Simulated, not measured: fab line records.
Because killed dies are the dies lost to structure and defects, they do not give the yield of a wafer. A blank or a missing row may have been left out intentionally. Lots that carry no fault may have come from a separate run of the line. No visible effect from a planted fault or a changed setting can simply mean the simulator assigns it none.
One fault through the eyes of 3 desks :: flow n5Finfet :: each desk has only its own numbers; what lay behind them comes last

== DESK OF THE TOOL OWNER: implanter-01 ==
The tool's own readings at N5_WELL_APT_IMPLANT_32: means of the sampled wafers that have a number, for each lot that ran on this tool. Any lot whose mean is over 4 standard deviations away from the usual mean is out of limits and marked OUT; that distance is given in the brackets.
Columns: A = beamEnergyKeV at N5_WELL_APT_IMPLANT_32, usual 49.999
lot: L571
first seen here: day 2 03:31
A: 49.995

lot: L573
first seen here: day 2 15:56
A: 40.741 (-99 or more) OUT

lot: L574
first seen here: day 2 22:08
A: 40.727 (-99 or more) OUT

lot: L575
first seen here: day 3 03:46
A: 40.705 (-99 or more) OUT

lot: L585
first seen here: day 5 15:23
A: 50.017

lot: L589
first seen here: day 6 19:34
A: 49.996

lot: L590
first seen here: day 6 22:14
A: 49.996
This desk's finding: out of limits on L573, L574, L575; first on L573, day 2 15:56 (beamEnergyKeV at N5_WELL_APT_IMPLANT_32). L571, L585, L589, L590: within limits.

== THE METROLOGY DESK ==
What the gauges read, lot by lot, whatever tool the lot ran on: means of the sampled wafers that have a number. Any lot whose mean is over 4 standard deviations away from the usual mean is out of limits and marked OUT; that distance is given in the brackets. Of its 13 readings 7 are shown: the one that was out of limits first, and those that lie furthest out on some lot.
Columns: A = CJ_N at N5_BEOL_M4_RC_MEAS_101, usual 4.37; B = IOFF_N at N5_BEOL_M4_RC_MEAS_101, usual 0.154 nA/um; C = IOFF_P at N5_BEOL_M4_RC_MEAS_101, usual 0.21 nA/um; D = ION_P at N5_BEOL_M4_RC_MEAS_101, usual 463 uA/um; E = RS_PWELL at N5_BEOL_M4_RC_MEAS_101, usual 3007 ohm/sq; F = SS_P at N5_BEOL_M4_RC_MEAS_101, usual 73.2 mV/dec; G = VT_P at N5_BEOL_M4_RC_MEAS_101, usual -250 mV
lot: L570
first seen here: day 1 20:16
A: 4.35
B: 0.203
C: 0.27
D: 466
E: 3006
F: 74.1
G: -247

lot: L571
first seen here: day 2 01:44
A: 4.35
B: 0.180
C: 0.25
D: 470
E: 2998
F: 73.3
G: -247

lot: L573
first seen here: day 2 14:18
A: 5.03 (+8.2) OUT
B: 0.145
C: 0.17
D: 448
E: 3100 (+4.4) OUT
F: 73.0
G: -256

lot: L574
first seen here: day 2 20:20
A: 4.94 (+7.1) OUT
B: 0.147
C: 0.23
D: 465
E: 3095 (+4.2) OUT
F: 72.9
G: -248

lot: L575
first seen here: day 3 02:05
A: 5.09 (+9.0) OUT
B: 0.151
C: 0.22
D: 467
E: 3124 (+5.6) OUT
F: 73.3
G: -248

lot: L585
first seen here: day 5 13:41
A: 4.33
B: 0.145
C: 0.25
D: 471
E: 3013
F: 73.1
G: -245

lot: L588
first seen here: day 6 08:49
A: 4.42
B: 0.131
C: 0.17
D: 456
E: 3018
F: 71.9
G: -253

lot: L589
first seen here: day 6 14:02
A: 4.39
B: 0.132
C: 0.20
D: 468
E: 3002
F: 72.2
G: -252

lot: L590
first seen here: day 6 19:42
A: 4.40
B: 0.145
C: 0.21
D: 469
E: 3022
F: 72.4
G: -249

lot: L591
first seen here: day 7 01:34
A: 4.34
B: 0.156
C: 0.19
D: 462
E: 3013
F: 72.9
G: -250
Finding of this desk: L573, L574, L575 out of limits, first seen on L573 at day 9 14:58 (CJ_N at N5_BEOL_M4_RC_MEAS_101). L570, L571, L585, L588, L589, L590, L591: within limits.

== THE DEFECT DESK ==
Counts from the inspections along the route, per lot, as means over the sampled wafers that have a number. Any lot whose mean is over 4 standard deviations away from the usual mean is out of limits and marked OUT; that distance is given in the brackets.
Columns: A = rawDefectCount at N5_WELL_APT_INSPECT_38, usual 13
lot: L570
first seen here: day 1 23:47
A: 21

lot: L571
first seen here: day 2 04:50
A: 14

lot: L573
first seen here: day 2 17:19
A: 10

lot: L574
first seen here: day 3 00:15
A: 12

lot: L575
first seen here: day 3 05:18
A: 18

lot: L585
first seen here: day 5 16:40
A: 11

lot: L588
first seen here: day 6 19:53
A: 14

lot: L589
first seen here: day 6 21:08
A: 10

lot: L590
first seen here: day 6 23:44
A: 10

lot: L591
first seen here: day 7 04:57
A: 13
This desk found nothing out of limits on any of the 10 lots.

== BROUGHT TOGETHER ==
At day 2 15:56, on L573, L574, L575, the tool owner's desk was in a position to raise an alarm.
At day 9 14:58 the metrology desk could have sounded an alarm, on L573, L574, L575.
No out-of-limits result turned up at the defect desk.
The defect desk has L573, L574, L575 on record, within its limits.
Every lot named ran N5_WELL_APT_IMPLANT_32 on implanter-01.

== WHAT THE SIMULATOR HAD INSERTED ==
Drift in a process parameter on implanter-01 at N5_WELL_APT_IMPLANT_32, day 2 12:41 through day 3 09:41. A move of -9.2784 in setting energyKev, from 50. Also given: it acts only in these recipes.
Lots struck among those shown: L573, L574, L575.
Time in hours from fault onset to the first out-of-limits reading at each desk: tool owner's desk 3, metrology desk 170.
